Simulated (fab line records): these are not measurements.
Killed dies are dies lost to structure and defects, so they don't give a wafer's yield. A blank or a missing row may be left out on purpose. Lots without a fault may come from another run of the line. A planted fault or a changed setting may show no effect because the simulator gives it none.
fab line records | flow nand-harc
record lots=6 | wafers=18 | last-day=21
route steps=1159 shown A_STAIRCASE@671
lots with no fault: from the same line, run without faults
start-h: hours from the record's opening day to when the first of the lot's shown wafers began | wait-h: how many hours have passed since the lot's step before this one | " same as the row above | L1.1+2: one row covering several wafers at once | - no value present, or no start provided | * or withheld: withheld | < > ~ a bound
route shown NAME@n: NAME is a module with steps in the file, n the number in the route of the first one | usual: average and standard deviation across the fault-free wafers | same: alike in all rows | chamber/n: place in a boat | sites: each site's reading | _std_site: the standard deviation of these | _edge_site: the outer-site mean with the inner-site mean subtracted | radius-mm: for every site, how far away it sits from the centre of the wafer | mask NAME#n: copy n | behind: tool/chamber where the wafer was last shaped | hold: why the lot went on hold/how many hours it stayed there/how the hold came to an end | device: names the non-switching transistor (n, p or np) | end of line: the tests these same wafers got at the end of their route | step lacking rows: just its recipe | killed: the dies lost at the first sort to structure and to defects; this is not the yield of the wafer | map: dies across one wafer; x = killed, . = not, _ = none there
set.NAME: the setting the step ran with; set.NAME@STEP: the setting that earlier step ran with | model.NAME: the simulator's own value behind a step, which no gauge read
a table for each step, a row for each wafer; lots at some steps of the route
services: from which hour (start-h, from the record's first day; less than 0 if before it) a tool's chamber was out of use, for how many hours, and why
## steps
# step NHARC_A_STAIRCASE_STRIP_296
# recipe time-s=900 | temp-c=130 | chemistry=SPM
# step NHARC_A_STAIRCASE_PRECLEAN_297
# recipe time-s=* | temp-c=50 | bath-age-min=0 | chemistry=SC1
# step NHARC_A_STAIRCASE_SRD_298
# step NHARC_A_STAIRCASE_HM_DEP_462
# recipe target-thk-a=8000 | temp-c=400 | material=aC
# usual throttle-valve-pct=35.000/0.01
lot.wafer | tool       | chamber | start-h | wait-h | throttle-valve-pct
L660.1    | acl-dep-01 | 0       | 262.95  | 0.2    | 34.989
L660.3    | "          | 0       | "       | "      | 35.001
L660.5    | "          | 0       | "       | "      | 34.996
L662.3    | acl-dep-03 | 0       | 264.46  | 0.7    | 34.991
L662.4    | "          | 0       | "       | "      | 34.998
L662.6    | "          | 0       | "       | "      | 35.000
L666.1    | acl-dep-03 | 0       | 296.79  | 1.5    | 34.989
L666.5    | "          | 0       | 298.02  | 2.7    | 35.014
L666.6    | "          | 0       | "       | "      | 35.002
L671.3    | acl-dep-01 | 0       | 333.76  | 4.4    | 35.002
L671.5    | "          | 0       | "       | "      | 34.974
L671.6    | "          | 0       | "       | "      | 35.011
L681.1    | acl-dep-02 | 0       | 393.77  | 2.8    | 35.003
L681.3    | "          | 0       | "       | "      | 34.998
L681.4    | "          | 0       | "       | "      | 35.012
L682.2    | acl-dep-03 | 0       | 398.66  | 0.4    | 35.002
L682.4    | "          | 0       | "       | "      | 34.998
L682.6    | "          | 0       | "       | "      | 34.988
# step NHARC_A_STAIRCASE_DEP_301
# recipe target-thk-a=300 | target-thk-nm=30 | temp-c=400 | pressure-torr=3.5 | flow-sccm=200 | rf-w=350 | material=SiON
# usual heater-power-w=726/90
lot.wafer | tool     | chamber | start-h | wait-h | heater-power-w
L660.1    | pecvd-04 | 1       | 264.82  | 1.6    | 670
L660.3    | "        | 0       | "       | "      | 783
L660.5    | "        | 2       | "       | "      | 745
L662.3    | pecvd-03 | 2       | 265.77  | 1.0    | 664
L662.4    | "        | 2       | "       | "      | 660
L662.6    | "        | 1       | "       | "      | 875
L666.1    | pecvd-04 | 0       | 298.72  | 1.6    | 907
L666.5    | "        | 2       | "       | "      | 780
L666.6    | "        | 0       | "       | "      | 903
L671.3    | pecvd-03 | 2       | 335.01  | 0.9    | 795
L671.5    | "        | 2       | "       | "      | 774
L671.6    | "        | 1       | "       | "      | 853
L681.1    | pecvd-02 | 2       | 395.61  | 1.5    | 792
L681.3    | "        | 1       | "       | "      | 591
L681.4    | "        | 2       | "       | "      | 780
L682.2    | pecvd-04 | 1       | 400.23  | 1.3    | 721
L682.4    | "        | 1       | "       | "      | 728
L682.6    | "        | 0       | "       | "      | 877
# step NHARC_A_STAIRCASE_DEHYDRATE_302
# recipe temp-c=150 | time-s=120
# step NHARC_A_STAIRCASE_HMDS_303
# recipe time-s=30
# step NHARC_A_STAIRCASE_COAT_304
# recipe spin-rpm=1200
# step NHARC_A_STAIRCASE_SOFTBAKE_305
# recipe temp-c=135 | time-s=170
# step NHARC_A_STAIRCASE_EBR_306
# step NHARC_A_STAIRCASE_EXPOSE_307
# recipe na=0.5 | dose-mj=45.72 | mask-id=CHOP_50
# step NHARC_A_STAIRCASE_PEB_308
# recipe peb-temp-c=115 | peb-time-s=130
# usual chill-plate-temp-C=23.00/0.11 | exhaust-pa=44.9/0.86
lot.wafer | tool           | chamber | start-h | wait-h | chill-plate-temp-C | exhaust-pa
L660.1    | litho-track-05 | 0       | 265.49  | 0.1    | 23.09              | 46.1
L660.3    | "              | 0       | "       | "      | 22.98              | 46.6
L660.5    | "              | 0       | "       | "      | 23.05              | 45.0
L662.3    | litho-track-03 | 0       | 266.44  | 0.0    | 22.87              | 44.8
L662.4    | "              | 0       | "       | "      | 23.07              | 45.2
L662.6    | "              | 0       | "       | "      | 23.01              | 45.4
L666.1    | litho-track-07 | 0       | 299.33  | 0.1    | 23.15              | 44.9
L666.5    | "              | 0       | "       | "      | 23.25              | 44.8
L666.6    | "              | 0       | "       | "      | 23.18              | 45.2
L671.3    | litho-track-03 | 0       | 335.68  | 0.1    | 22.83              | 45.0
L671.5    | "              | 0       | "       | "      | 23.10              | 46.1
L671.6    | "              | 0       | "       | "      | 22.85              | 45.3
L681.1    | litho-track-07 | -       | 396.28  | 0.1    | -                  | -
L681.3    | "              | -       | "       | "      | -                  | -
L681.4    | "              | -       | "       | "      | -                  | -
L682.2    | litho-track-03 | -       | 400.90  | 0.1    | -                  | -
L682.4    | "              | -       | "       | "      | -                  | -
L682.6    | "              | -       | "       | "      | -                  | -
# step NHARC_A_STAIRCASE_DEVELOP_309
# recipe time-s=140
## services
tool           | chamber | start-h | hours | kind
pecvd-03       | -       | 292.39  | 13.0  | pm
pecvd-03       | 0       | 292.39  | 13.0  | vent-cycle
pecvd-03       | 1       | 292.39  | 13.0  | vent-cycle
pecvd-03       | 2       | 292.39  | 13.0  | vent-cycle
acl-dep-01     | -       | 294.59  | 13.0  | pm
pecvd-03       | 0       | 305.39  | -     | clean
pecvd-03       | 1       | 305.39  | -     | clean
pecvd-03       | 2       | 305.39  | -     | clean
pecvd-02       | 1       | 313.40  | 7.9   | repair
acl-dep-01     | -       | 314.44  | 7.7   | repair
pecvd-02       | -       | 334.00  | 13.0  | pm
pecvd-02       | 0       | 334.00  | 13.0  | vent-cycle
pecvd-02       | 1       | 334.00  | 13.0  | vent-cycle
acl-dep-01     | -       | 335.03  | 3.6   | repair
acl-dep-02     | -       | 349.27  | 13.0  | pm
pecvd-04       | 0       | 354.95  | 16.5  | repair
litho-track-07 | -       | 364.00  | 7.0   | pm
pecvd-04       | -       | 376.22  | 13.0  | pm
pecvd-04       | 0       | 376.22  | 13.0  | vent-cycle
pecvd-04       | 1       | 376.22  | 13.0  | vent-cycle
pecvd-04       | 2       | 376.22  | 13.0  | vent-cycle
pecvd-04       | 0       | 389.22  | -     | clean
pecvd-04       | 1       | 389.22  | -     | clean
pecvd-04       | 2       | 389.22  | -     | clean
## key
first-sign step=NHARC_A_STAIRCASE_PEB_308 | reading=tool-record | direction=missing
effect none on later readings
met-at NHARC_A_STAIRCASE_PEB_308
struck-wafers L681.1,L681.3,L681.4,L682.2,L682.4,L682.6
later-rows-left-out L681.1,L681.3,L681.4,L682.2,L682.4,L682.6
sort-left-out L681.1,L681.3,L681.4,L682.2,L682.4,L682.6
tester-left-out L681,L682
onset-between 335.68 396.28
fault kind=skipped-step-whole | tool=litho-track-03,litho-track-07 | chamber=- | onset-h=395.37 | steps=NHARC_A_STAIRCASE_PEB_308 | scope=struck-lots-only
# tester-left-out: of these lots the tester's yield and bins aren't shown, on N5 and GAA mostly nor the transistor test; their killed dies are dies lost to structure and defects alone, not to doping, threshold or leakage, so they don't give the yield
# sort-left-out: the simulated sort isn't trusted on such a fault, so these wafers' sort isn't shown, and their yield isn't known
# later-rows-left-out: the simulator's readings of these wafers behind a module that went badly wrong aren't trusted and aren't shown, but for the sort
